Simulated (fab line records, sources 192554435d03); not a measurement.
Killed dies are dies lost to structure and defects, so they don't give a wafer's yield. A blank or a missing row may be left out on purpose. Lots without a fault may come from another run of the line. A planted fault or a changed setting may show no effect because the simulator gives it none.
fab line records | flow n5_finfet
record lots=6 wafers=18 last_day=19
route steps=1938 shown BEOL_M3@981 BEOL_M4@1111 PASSIVATION@1936
lots that met no fault: from a run of the same line without faults
start_h: hours from the record's first day to the start of the lot's first wafer shown | wait_h: hours since the lot's step before | " the same as in the row above | L1.1+2: a row that stands for several wafers | - no value, or no start given | * or withheld: withheld | < > ~ a bound
route shown NAME@n: a module of which the file shows steps, and the number in the route of the first | usual: mean/standard deviation of fault-free wafers | same: alike in all rows | chamber/n: place in a boat | sites: the reading at each site | _std_site: their standard deviation | _edge_site: outer sites' mean less inner sites' | radius_mm: how far each site lies from the wafer's centre | mask NAME#n: copy n | behind: the tool/chamber that last shaped the wafer | hold: why the lot was held/for how many hours/how that ended | device: the transistor (n, p or np) that didn't switch | end of line: the same wafers' tests at the end of the route | a step without rows: its recipe alone | killed: dies lost to structure and defects at the first sort, not the wafer's yield | map: a wafer's dies, x killed, . not, _ none there
set.NAME: the setting as run; set.NAME@STEP: as run at that earlier step | model.NAME: the simulator's own value behind a step, which no gauge read
lots at some steps of the route; a table a step, a row a wafer
services: from which hour (start_h, from the record's first day; less than 0 if before it) a tool's chamber was out of use, for how many hours, and why
## steps
# step N5_BEOL_M3_ETCH_41
# recipe chemistry=CH3F/O2 target=SiCN target_depth_a=299 taper_deg=2 time_s=52.5 ion_energy_ev=120 mask_material=TiN pressure_mtorr=30 source_w=395 bias_w=75 Ar_flow_sccm=150 CH3F_flow_sccm=30 O2_flow_sccm=20
# usual drypump_motor_current_A=5.6/0.41 oes_product_au=0.78/0.078 rf_vpp_V=297.3/1.3 showerhead_plenum_p_Torr=2.00/0.056 throttle_valve_pct=16.34/0.23
# columns lot.wafer tool chamber start_h wait_h drypump_motor_current_A oes_product_au rf_hours_counter_h rf_vpp_V showerhead_plenum_p_Torr throttle_valve_pct
L848.3 rie_diel-02 2 - - 6.1 0.76 153 297.9 1.99 16.25
L848.4 " 0 " " 5.1 0.70 - 298.9 2.09 16.73
L848.5 " 2 " " 6.1 0.77 - 296.5 1.99 16.24
L854.2 rie_diel-05 0 - - 5.2 0.83 85 294.7 1.96 16.09
L854.4 " 1 " " 5.6 0.72 215 298.3 2.05 16.27
L854.5 " 1 " " 5.6 0.72 - 298.3 2.05 16.29
L858.2 rie_diel-06 3 - - 5.6 0.71 202 298.1 2.06 16.50
L858.3 " 1 " " 6.5 0.67 245 297.1 1.95 16.38
L858.6 " 1 " " 6.6 0.67 - 294.9 1.95 16.38
L859.3 rie_diel-02 0 - - 5.1 0.69 208 298.1 2.08 16.75
L859.5 " 2 " " 6.0 0.74 - 297.2 1.98 16.31
L859.6 " 1 " " 5.6 0.81 - 297.0 1.93 16.32
L866.1 rie_diel-05 1 - - 5.6 0.70 235 298.4 2.04 16.31
L866.4 " 3 " " 5.1 0.94 9 296.7 1.98 16.27
L866.6 " 1 " " 5.6 0.71 - 296.8 2.04 16.32
L870.2 rie_diel-06 2 - - 5.6 0.71 219 297.6 2.08 16.51
L870.4 " 0 " " 5.2 0.75 153 295.8 1.93 16.64
L870.6 " 3 " " 5.7 0.69 - 300.2 2.05 16.56
# step N5_BEOL_M3_STRIP_97
# recipe chemistry=N2/H2 time_s=10 power_w=450 temp_c=40 pressure_mtorr=20 rf_frequency_hz=6e+07 bias_power_w=7 n2_flow_sccm=200 h2_flow_sccm=200
# usual drypump_motor_current_A=5.6/0.41 h2_flow_sccm=200.1/0.63 oes_product_au=0.77/0.079 rf_vpp_V=59.1/0.9 showerhead_plenum_p_Torr=2.54/0.066 throttle_valve_pct=23.6/0.32
# columns lot.wafer tool chamber start_h wait_h drypump_motor_current_A h2_flow_sccm oes_product_au rf_hours_counter_h rf_vpp_V showerhead_plenum_p_Torr throttle_valve_pct
L848.3 rie_diel-02 2 - - 6.1 200.4 0.75 153 58.8 2.54 23.4
L848.4 " 0 " " 5.1 199.9 0.70 - 59.8 2.61 24.0
L848.5 " 2 " " 6.1 200.3 0.75 - 59.9 2.54 23.4
L854.2 rie_diel-05 0 - - 5.2 199.9 0.84 85 59.1 2.44 22.8
L854.4 " 1 " " 5.6 199.4 0.70 215 58.1 2.62 23.5
L854.5 " 1 " " 5.6 200.1 0.71 - 57.4 2.62 23.4
L858.2 rie_diel-06 3 - - 5.6 200.9 0.70 202 59.6 2.62 23.7
L858.3 " 1 " " 6.5 199.9 0.67 245 58.8 2.52 24.0
L858.6 " 1 " " 6.6 199.2 0.66 - 59.1 2.52 24.0
L859.3 rie_diel-02 0 - - 5.1 200.2 0.69 208 59.3 2.60 24.0
L859.5 " 2 " " 6.0 200.5 0.73 - 59.3 2.53 23.5
L859.6 " 1 " " 5.6 200.1 0.82 - 59.6 2.48 23.6
L866.1 rie_diel-05 1 - - 5.6 198.8 0.69 235 60.1 2.61 23.5
L866.4 " 3 " " 5.1 200.9 0.93 9 58.3 2.48 23.7
L866.6 " 1 " " 5.6 199.8 0.69 - 59.3 2.61 23.5
L870.2 rie_diel-06 2 - - 5.7 200.5 0.71 219 59.8 2.61 24.0
L870.4 " 0 " " 5.2 200.3 0.77 153 59.2 2.44 24.0
L870.6 " 3 " " 5.6 200.2 0.69 - 59.1 2.61 23.7
# step N5_BEOL_M3_OCD_MEAS_38
# usual trench_depth_nm=55.3/1.1
# columns lot.wafer tool chamber start_h wait_h trench_depth_nm
L848.3 ocd-01 - 169.03 - 56.6
L848.4 " - " " 53.8
L848.5 " - " " 55.9
L854.2 ocd-02 - 188.80 - 56.6
L854.4 " - " " 56.5
L854.5 " - " " 56.2
L858.2 ocd-01 - 256.05 - 54.1
L858.3 " - " " 55.4
L858.6 " - " " 55.6
L859.3 ocd-01 - 260.64 - 54.4
L859.5 " - " " 55.5
L859.6 " - " " 53.9
L866.1 ocd-01 - 275.02 - 56.3
L866.4 " - " " 55.6
L866.6 " - " " 55.8
L870.2 ocd-02 - 325.99 - 54.9
L870.4 " - " " 55.5
L870.6 " - " " 53.6
# step N5_BEOL_M3_HM_STRIP_39
# recipe chemistry=peroxide_tin_strip material=TiN target_depth_a=250 temp_c=50 time_s=158
# step N5_BEOL_M3_SRD_40
# recipe time_s=30 temp_c=23 rinse_liquid=diw dry=ipa_marangoni
# step N5_BEOL_M3_PRECLEAN_42
# recipe chemistry=residue_remover time_s=60 temp_c=40
# step N5_BEOL_M3_SRD_43
# recipe time_s=30 temp_c=23 rinse_liquid=diw dry=ipa_marangoni
# step N5_BEOL_M3_CD_MEAS_35
# recipe target_cd_nm=18 target_cd_y_nm=21 polarity=opening
# usual cd_nm=17.9/0.36
# columns lot.wafer tool chamber start_h wait_h cd_nm
L848.3 cd_sem-02 - 169.18 0.0 17.7
L848.4 " - " " 17.2
L848.5 " - " " 18.0
L854.2 cd_sem-01 - 188.95 0.0 18.5
L854.4 " - " " 17.6
L854.5 " - " " 18.8
L858.2 cd_sem-02 - 256.20 0.0 17.8
L858.3 " - " " 18.0
L858.6 " - " " 17.6
L859.3 cd_sem-02 - 260.80 0.0 17.8
L859.5 " - " " 17.8
L859.6 " - " " 17.9
L866.1 cd_sem-02 - 275.17 0.0 18.4
L866.4 " - " " 18.0
L866.6 " - " " 18.3
L870.2 cd_sem-01 - 326.14 0.0 18.4
L870.4 " - " " 17.7
L870.6 " - " " 17.5
# step N5_BEOL_M3_DEGAS_44
# recipe ambient=vacuum temp_c=250 time_s=60
# usual heater_power_w=328/29
# columns lot.wafer tool chamber start_h wait_h heater_power_w
L848.3 pvd_sputter-03 - 169.29 0.1 345
L848.4 " - " " 312
L848.5 " - " " 296
L854.2 pvd_sputter-03 - 189.01 0.1 352
L854.4 " - " " 310
L854.5 " - " " 347
L858.2 pvd_sputter-03 - 256.67 0.5 366
L858.3 " - " " 316
L858.6 " - " " 342
L859.3 pvd_sputter-01 - 261.68 0.9 347
L859.5 " - " " 335
L859.6 " - " " 307
L866.1 pvd_sputter-02 - 275.55 0.4 369
L866.4 " - " " 322
L866.6 " - " " 351
L870.2 pvd_sputter-01 - 326.22 0.1 353
L870.4 " - " " 309
L870.6 " - " " 336
# step N5_BEOL_M3_PRE_CLEAN_45
# recipe gas=H2/He time_s=30 temp_c=250
# step N5_BEOL_M3_ALD_84
# recipe material=TaN target_thk_a=* temp_c=275 ald_precursor_family=PDMAT ald_co_reactant=NH3 pressure_torr=3 carrier_flow_sccm=1500 pulse_time_s=2 purge_time_s=3 co_reactant_purge_time_s=2 co_reactant_pulse_time_s=3 ald_cycles=30 precursor_vessel_temp_c=75 precursor_vessel_pressure_torr=26.25 precursor_vessel_carrier_sccm=1000
# step N5_BEOL_M3_SURFACE_TREAT_85
# recipe gas=Ar time_s=* ion_energy_ev=* ion_current_ma_cm2=0.5 pressure_mtorr=* ar_flow_sccm=30
# usual throttle_valve_pct=*
# columns lot.wafer tool chamber start_h wait_h throttle_valve_pct
L848.3 pvd_sputter-01 - 169.92 0.4 *
L848.4 " - " " *
L848.5 " - " " *
L854.2 pvd_sputter-01 - 189.45 0.2 *
L854.4 " - " " *
L854.5 " - " " *
L858.2 pvd_sputter-01 - 257.96 1.0 *
L858.3 " - " " *
L858.6 " - " " *
L859.3 pvd_sputter-01 - 262.04 0.1 *
L859.5 " - " " *
L859.6 " - " " *
L866.1 pvd_sputter-02 - 275.97 0.2 *
L866.4 " - " " *
L866.6 " - " " *
L870.2 pvd_sputter-01 - 326.74 0.3 *
L870.4 " - " " *
L870.6 " - " " *
# step N5_BEOL_M3_CVD_47
# recipe material=Co target_thk_a=30 temp_c=withheld precursor=CCTBA/H2 pressure_torr=30 time_s=223.8
# usual run_length_s=246.7/0.45
# columns lot.wafer tool chamber start_h wait_h run_length_s
L848.3 cvd_co-01 1 170.21 0.3 246.6
L848.4 " 0 " " 245.9
L848.5 " 2 " " 246.9
L854.2 cvd_co-02 1 189.61 0.1 247.2
L854.4 " 1 " " 247.4
L854.5 " 0 " " 247.2
L858.2 cvd_co-02 2 258.02 0.0 132.0
L858.3 " 0 " " 132.4
L858.6 " 0 " " 132.2
L859.3 cvd_co-02 2 262.11 0.1 131.9
L859.5 " 0 " " 132.3
L859.6 " 2 " " 132.2
L866.1 cvd_co-01 1 276.08 0.1 247.1
L866.4 " 2 " " 247.2
L866.6 " 0 " " 246.0
L870.2 cvd_co-01 2 327.03 0.3 246.6
L870.4 " 0 " " 245.9
L870.6 " 1 " " 246.5
# step N5_BEOL_M3_SPUTTER_48
# recipe material=Cu target_thk_a=45 temp_c=-20 chamber_pressure_pa=0.07 power_w=withheld time_s=8.29
# usual throttle_valve_pct=30.4/1.3
# columns lot.wafer tool chamber start_h wait_h throttle_valve_pct
L848.3 pvd_sputter-02 - 171.45 1.2 29.5
L848.4 " - " " 29.9
L848.5 " - " " 31.4
L854.2 pvd_sputter-02 - 189.83 0.1 31.8
L854.4 " - " " 29.8
L854.5 " - " " 28.5
L858.2 pvd_sputter-01 - 258.18 0.1 30.6
L858.3 " - " " 31.4
L858.6 " - " " 29.3
L859.3 pvd_sputter-03 - 262.29 0.1 28.9
L859.5 " - " " 29.1
L859.6 " - " " 28.8
L866.1 pvd_sputter-01 - 276.32 0.2 29.8
L866.4 " - " " 30.8
L866.6 " - " " 32.9
L870.2 pvd_sputter-01 - 328.62 1.5 29.6
L870.4 " - " " 33.2
L870.6 " - " " 31.3
# step N5_BEOL_M4_RC_MEAS_101
# usual DIBL_N=36.5/1.9 DIBL_P=36.4/2.2 IOFF_N=0.17/0.034 IOFF_P=0.21/0.036 ION_N=678/12 ION_P=462/7.1 SS_N=71.7/0.61 SS_P=73.4/0.71 VT_N=249/3.5 VT_P=-251/3
# columns lot.wafer tool chamber start_h wait_h DIBL_N[mV/V] DIBL_P[mV/V] IOFF_N[nA/um] IOFF_P[nA/um] ION_N[uA/um] ION_P[uA/um] SS_N[mV/dec] SS_P[mV/dec] VT_N[mV] VT_P[mV]
L848.3 prober-02 0 185.66 0.3 37.7 37.4 0.18 0.21 683 463 70.5 73.3 244 -250
L848.4 " 0 " " 38.9 38.7 0.19 0.24 687 468 72.2 74.2 247 -246
L848.5 " 0 " " 40.3 40.3 0.22 0.27 683 464 71.6 74.4 244 -245
L854.2 prober-02 0 238.22 0.2 36.5 36.4 0.17 0.23 671 466 71.7 73.5 248 -246
L854.4 " 0 " " 36.0 35.3 0.16 0.21 675 459 71.6 73.5 248 -253
L854.5 " 0 " " 36.5 35.6 0.17 0.22 676 467 71.7 73.3 247 -247
L858.2 prober-02 0 274.70 0.2 35.1 35.2 0.13 0.17 678 462 71.4 72.1 253 -255
L858.3 " 0 " " 37.2 36.2 0.14 0.19 665 457 72.5 72.8 253 -250
L858.6 " 0 " " 34.6 33.8 0.11 0.15 647 441 70.9 72.4 257 -256
L859.3 prober-01 0 276.82 0.3 36.4 34.9 0.13 0.18 655 452 71.4 73.2 254 -254
L859.5 " 0 " " 37.6 36.7 0.16 0.20 669 457 71.6 72.9 251 -254
L859.6 " 0 " " 36.6 35.1 0.14 0.18 679 458 71.3 73.1 249 -255
L866.1 prober-01 0 297.96 0.0 38.3 40.4 0.22 0.26 690 464 72.9 74.2 246 -249
L866.4 " 0 " " 39.2 41.2 0.25 0.26 698 466 73.2 74.2 243 -249
L866.6 " 0 " " 37.7 39.8 0.20 0.23 685 468 73.0 73.7 248 -250
L870.2 prober-01 0 347.86 0.2 34.2 32.5 0.13 0.18 671 463 71.7 73.3 252 -253
L870.4 " 0 " " 35.5 34.0 0.16 0.20 673 467 70.7 74.2 249 -252
L870.6 " 0 " " 35.3 33.4 0.15 0.18 683 462 71.6 73.3 251 -252
# step N5_PASSIVATION_PROBE_49
# usual defect_limited_yield=91.0/1.5 killed_at_M0_to_M3=35/11 killed_at_M4_up=13/5 killed_at_contacts=12/5.9 killed_at_front_end=42/13 killed_at_other=3/3.2 killed_dies=106/18 killed_open=69/13 killed_short=35/8.9 sort_bin_5_function=5.2/0.95 sort_bin_6_memory=3.3/0.71 sort_bin_8_speed=0.00/0.016 sort_n_pass=1074/18 sort_yield_pct=91.0/1.5
# same gross_dies=1180 killed_at_back_side=0 sort_bin_4_leakage[%]=0
# columns lot.wafer tool chamber start_h wait_h defect_limited_yield[%] killed_at_M0_to_M3 killed_at_M4_up killed_at_contacts killed_at_front_end killed_at_other killed_dies killed_open killed_short sort_bin_5_function[%] sort_bin_6_memory[%] sort_bin_8_speed[%] sort_n_pass sort_yield_pct[%]
L848.3 prober-01 - 291.35 0.1 92.1 23 27 6 28 9 93 60 33 4.7 3.0 0 1087 92.1
L848.4 prober-01 - 291.40 0.2 87.9 40 18 9 67 9 143 89 49 6.7 4.4 0 1037 87.9
L848.5 prober-01 - 291.45 0.2 88.2 25 19 13 78 4 139 87 51 6.5 4.6 0 1041 88.2
L854.2 prober-01 - 344.95 0.1 88.0 34 21 12 74 1 142 98 44 6.9 4.4 0 1038 88.0
L854.4 prober-01 - 345.05 0.2 90.5 37 15 12 47 1 112 60 49 5.3 3.8 0 1068 90.5
L854.5 prober-01 - 345.10 0.2 93.2 11 13 12 43 1 80 50 28 3.9 2.8 0 1100 93.2
L859.3 prober-02 - 377.21 0.2 89.0 47 16 13 48 6 130 80 50 5.7 4.6 0 1050 89.0
L859.5 prober-02 - 377.31 0.3 89.5 39 13 14 51 7 124 82 40 5.4 4.7 0 1056 89.5
L859.6 prober-02 - 377.36 0.4 91.6 27 8 9 49 6 99 57 42 5.2 2.5 0 1081 91.6
L866.1 prober-02 - 409.61 0.0 90.3 53 14 10 38 0 115 61 50 5.8 3.5 0 1065 90.3
L866.4 prober-02 - 409.76 0.2 90.7 42 11 15 41 1 110 62 43 5.5 3.6 0 1070 90.7
L866.6 prober-02 - 409.86 0.3 90.3 49 6 13 47 0 115 55 57 5.4 3.9 0 1065 90.3
# killed by level:class
L848.3 FIN_SAQP:geometric_particle:short=9 BEOL_M4:geometric_particle:open=9 BEOL_M0_SAQP:geometric_particle:short=8 BEOL_M5:geometric_particle:open=7 BEOL_M2:geometric_particle:open=6 BEOL_M5:geometric_particle:short=6 FIN_SAQP:geometric_particle:open=5 MIM_TOP_ETCH:geometric_particle:open=5
L848.4 FIN_SAQP:geometric_particle:open=24 FIN_SAQP:geometric_particle:short=18 MOL_CONTACT_COAG:geometric_particle:open=9 BEOL_M4:geometric_particle:open=9 BEOL_M0_SAQP:geometric_particle:open=8 BEOL_M3:geometric_particle:open=8 DUMMY_GATE:geometric_particle:open=7 BEOL_M0_SAQP:geometric_particle:short=6
L848.5 FIN_SAQP:geometric_particle:open=28 FIN_SAQP:geometric_particle:short=17 STI_FIN_REVEAL:geometric_particle:open=11 MOL_CONTACT_COAG:geometric_particle:open=11 BEOL_M0_SAQP:geometric_particle:open=11 BEOL_M0_SAQP:geometric_particle:short=8 BEOL_M5:geometric_particle:open=7 DUMMY_GATE:geometric_particle:open=5
L854.2 STI_FIN_REVEAL:geometric_particle:open=29 BEOL_M2:geometric_particle:open=14 MOL_CONTACT_COAG:geometric_particle:open=10 FIN_SAQP:geometric_particle:short=9 BEOL_M3:geometric_particle:open=9 GATE_CUT:geometric_particle:short=9 FIN_SAQP:geometric_particle:open=8 STI_FIN_REVEAL:geometric_particle:short=5
L854.4 BEOL_M0_SAQP:geometric_particle:short=17 STI_FIN_REVEAL:geometric_particle:open=11 GATE_CUT:geometric_particle:short=11 MOL_CONTACT_COAG:geometric_particle:open=10 BEOL_M4:geometric_particle:open=6 GATE_CUT:geometric_particle:open=5 BEOL_M3:geometric_particle:open=5 FIN_SAQP:geometric_particle:short=4
L854.5 STI_FIN_REVEAL:geometric_particle:open=13 MOL_CONTACT_COAG:geometric_particle:open=9 GATE_CUT:geometric_particle:short=8 GATE_CUT:geometric_particle:open=6 BEOL_M2:geometric_particle:open=6 STI_FIN_REVEAL:geometric_particle:short=5 STARTING-WAFER:geometric_particle:short=5 BEOL_M1:geometric_particle:open=4
L859.3 BEOL_M2:geometric_particle:open=16 FIN_SAQP:geometric_particle:open=8 MOL_CONTACT_COAG:geometric_particle:open=8 BEOL_M0_SAQP:geometric_particle:open=8 FIN_SAQP:geometric_particle:short=7 GATE_CUT:geometric_particle:open=7 GATE_CUT:geometric_particle:short=7 BEOL_M0_SAQP:geometric_particle:short=7
L859.5 STI_FIN_REVEAL:geometric_particle:open=15 MOL_CONTACT_COAG:geometric_particle:open=12 BEOL_M3:geometric_particle:open=11 FIN_SAQP:geometric_particle:short=9 BEOL_M2:geometric_particle:open=9 BEOL_M0_SAQP:geometric_particle:short=7 BEOL_M1:geometric_particle:open=6 DUMMY_GATE:geometric_particle:short=4
L859.6 FIN_SAQP:geometric_particle:short=9 STI_FIN_REVEAL:geometric_particle:open=8 MOL_CONTACT_COAG:geometric_particle:open=8 BEOL_M0_SAQP:geometric_particle:short=7 GATE_CUT:geometric_particle:short=6 BEOL_M2:geometric_particle:open=6 GATE_CUT:geometric_particle:open=5 STARTING-WAFER:geometric_particle:short=5
L866.1 BEOL_M0_SAQP:geometric_particle:short=16 BEOL_M0_SAQP:geometric_particle:open=14 FIN_SAQP:geometric_particle:short=11 BEOL_M1:geometric_particle:open=11 MOL_CONTACT_COAG:geometric_particle:open=7 STI_FIN_REVEAL:geometric_particle:open=6 BEOL_M1:geometric_particle:short=5 FIN_SAQP:geometric_particle:open=4
L866.4 MOL_CONTACT_COAG:geometric_particle:open=13 BEOL_M0_SAQP:geometric_particle:open=13 BEOL_M0_SAQP:geometric_particle:short=12 STI_FIN_REVEAL:geometric_particle:open=8 FIN_SAQP:geometric_particle:short=7 FIN_SAQP:geometric_particle:open=6 BEOL_M4:geometric_particle:open=6 GATE_CUT:geometric_particle:short=4
L866.6 BEOL_M0_SAQP:geometric_particle:short=14 FIN_SAQP:geometric_particle:short=13 GATE_CUT:geometric_particle:short=11 BEOL_M0_SAQP:geometric_particle:open=11 MOL_CONTACT_COAG:geometric_particle:open=7 BEOL_M1:geometric_particle:open=7 BEOL_M1:geometric_particle:short=6 STI_FIN_REVEAL:geometric_particle:open=5
## services
# columns tool chamber start_h hours kind
rie_diel-02 3 147.66 - clean
rie_diel-02 3 147.66 - consumable_replace:focus_ring
rie_diel-02 3 147.66 33.6 scheduled_down
rie_diel-02 3 147.66 33.6 vent_cycle
pvd_sputter-03 - 157.03 5.4 repair
cvd_co-01 - 178.62 0.5 repair
rie_diel-02 3 205.74 6.4 repair
rie_diel-02 0 207.35 34.2 repair
cvd_co-01 - 219.89 0.2 repair
rie_diel-05 3 225.33 - clean
rie_diel-05 3 225.33 - consumable_replace:focus_ring
rie_diel-05 3 225.33 13.3 scheduled_down
rie_diel-05 3 225.33 13.3 vent_cycle
pvd_sputter-02 - 229.10 4.9 repair
rie_diel-02 - 257.56 0.3 repair
rie_diel-05 2 260.27 5.0 repair
pvd_sputter-01 - 264.67 2.1 repair
rie_diel-02 0 271.01 5.8 repair
rie_diel-06 1 271.31 - clean
rie_diel-06 1 271.31 - consumable_replace:focus_ring
cvd_co-02 - 293.87 0.9 repair
rie_diel-06 - 295.07 0.1 repair
rie_diel-05 3 319.91 10.7 repair
rie_diel-02 1 328.63 4.6 repair
## key
first_sign step=N5_BEOL_M3_CVD_47 reading=run_length_s direction=down sigmas=99+ usual=* struck=*
effect none on later readings
met_at N5_BEOL_M3_CVD_47
struck_wafers L858.2,L858.3,L858.6,L859.3,L859.5,L859.6
onset_between 189.61 258.02
fault kind=process_parameter_drift tool=cvd_co-02 chamber=- onset_h=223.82 steps=N5_BEOL_M3_CVD_47 channel=time_s offset=* shape=step end_h=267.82 acts_in=* stated=*
